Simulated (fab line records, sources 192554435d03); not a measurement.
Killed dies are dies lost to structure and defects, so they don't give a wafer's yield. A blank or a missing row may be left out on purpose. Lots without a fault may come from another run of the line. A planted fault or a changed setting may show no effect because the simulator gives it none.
A struck lot beside a sound one | flow n5_finfet | 24 steps out of a route of 1938
Sound: wafers L253.1, L253.4, L253.5. Struck: wafers L273.1, L273.3, L273.6. The cause comes at the end.
At each step with rows: each side's tool, then ch and its chambers, then its first start. Under that, the readings that differ: sound wafers | struck wafers | difference of the means | sigmas: that difference in standard deviations of wafers without a fault.
alike: readings whose means differ by less than 2 such deviations, and words and numbers that are the same on both sides. not compared: withheld readings, readings that some wafer has no value for, bounds like >300 that may hide the same value, and numbers for which the record gives no deviation and whose values overlap.
The two part at a step that has a row with sigmas, a row that says differs or no value, or rows on one side only. Numbers that don't overlap but have no deviation are shown without sigmas and don't part them. A reading that every wafer of one side lacks parts them only if that side has two wafers or more.

first, 10 steps without rows for these wafers: N5_BEOL_M5_DESCUM_16 (chemistry O2, time 7 s); N5_BEOL_M5_ETCH_72 (etches underlayer in N2/H2, target depth 6.5 nm, time 5.2 s); N5_BEOL_M5_ETCH_61 (etches SiARC in CF4, target depth 15.6 nm, time 26 s); N5_BEOL_M5_ETCH_62 (etches SOC in N2/H2, target depth 75 nm, overetch 15 nm, time 112.5 s); N5_BEOL_M5_STRIP_63 (strips in N2/H2); N5_BEOL_M5_STRIP_73 (strips in N2/H2); N5_BEOL_M5_STRIP_64 (strips in CF4); N5_BEOL_M5_HM_OPEN_17 (chemistry Cl2/BCl3, target TiN, target depth 20 nm, overetch 6 nm); N5_BEOL_M5_STRIP_19 (strips in O2); N5_BEOL_M5_COAT_65 (time 60 s, resist thk 60 nm).
N5_BEOL_M5_COAT_66: time 60 s, resist thk 12 nm.
  sound on litho_track-03 ch 0, day 10 11:25; struck on litho_track-03 ch 0, day 16 03:28
  reading                                    | sound                | struck               | difference | sigmas
  spin_speed_rpm (rpm)                       | 1501.7 1500.0 1500.5 | 1720.9 1720.4 1720.7 | +219.9     | +99 or more
  model.SiARC_of_BEOL_M5_COAT_66.thk_nm (nm) | 12 12 12             | 11.2 11.2 11.2       | -0.8       |
then, 9 steps without rows for these wafers: N5_BEOL_M5_COAT_74 (time 60 s, resist thk 5 nm); N5_BEOL_M5_COAT_22 (resist thk 30 nm); N5_BEOL_M5_EBR_24; N5_BEOL_M5_SOFTBAKE_23 (time 60 s); N5_BEOL_M5_EXPOSE_25 (exposes mask V4, defocus 10 nm); N5_BEOL_M5_PEB_26 (peb time 60 s); N5_BEOL_M5_DEVELOP_27 (develop time 30 s); N5_BEOL_M5_DESCUM_33 (chemistry O2, time 7 s); N5_BEOL_M5_ETCH_75 (etches underlayer in N2/H2, target depth 6.5 nm, time 5.2 s).
N5_BEOL_M5_ETCH_67: etches SiARC in CF4, target depth 15.6 nm, time 26 s.
  sound on rie_diel-02 ch 1,3, day 10 12:13; struck on rie_diel-06 ch 0,2,3, day 16 03:55
  reading                                      | sound             | struck           | difference | sigmas
  etch_rf_on_time_s (s)                        | 26.1 24.9 24.9    | 23.2 23.3 24.5   | -1.6       | -3
  model.etch.depth_nm (nm)                     | 12.02 12.01 12.03 | 11.21 11.2 11.19 | -0.82      |
  model.CAR-EUV_of_BEOL_M5_COAT_22.thk_nm (nm) | 11.2 11.2 11.2    | 11.6 11.6 11.6   | +0.4       |
  alike: bias_w, drypump_motor_current_A, oes_product_au, rf_vpp_V, showerhead_plenum_p_Torr, throttle_valve_pct
  not compared: rf_hours_counter_h
N5_BEOL_M5_ETCH_68: etches SOC in N2/H2, target depth 80 nm, overetch 16 nm, time 120 s.
  sound on rie_diel-02 ch 1,3, day 10 12:14; struck on rie_diel-06 ch 0,2,3, day 16 03:57
  reading                                    | sound          | struck         | difference | sigmas
  oes_product_au (a.u.)                      | 0.62 0.70 0.70 | 0.56 0.57 0.52 | -0.12      | -2
  model.SiARC_of_BEOL_M5_COAT_66.thk_nm (nm) | 6.6 6.2 6.2    | 5.4 5.6 5.8    | -0.7       |
  alike: bias_w, drypump_motor_current_A, rf_vpp_V, showerhead_plenum_p_Torr, throttle_valve_pct
  not compared: rf_hours_counter_h
then, 1 step without rows for these wafers: N5_BEOL_M5_STRIP_69 (strips in N2/H2).
-- the record jumps here: 4 days lie between the struck wafers' starts before and after (it left off in module BEOL_M5 and takes up again in module PASSIVATION, whose first step shown is number 1936 of the route) --
N5_PASSIVATION_PROBE_49:
  sound on prober-01, day 14 13:38; struck on prober-01, day 19 23:55
  alike: defect_limited_yield, killed_at_M0_to_M3, killed_at_M4_up, killed_at_contacts, killed_at_front_end, killed_at_other, killed_dies, killed_open, killed_short, sort_bin_5_function, sort_bin_6_memory, sort_n_pass, sort_yield_pct

WHERE THEY PART
First at N5_BEOL_M5_COAT_66; last, within this record, at N5_BEOL_M5_ETCH_68. Later steps at which nothing parts them and some readings are alike: N5_PASSIVATION_PROBE_49.

WHY: what the simulator had put in
Process parameter drift: litho_track-03, from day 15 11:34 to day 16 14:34, at N5_BEOL_M5_COAT_66. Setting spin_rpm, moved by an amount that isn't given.
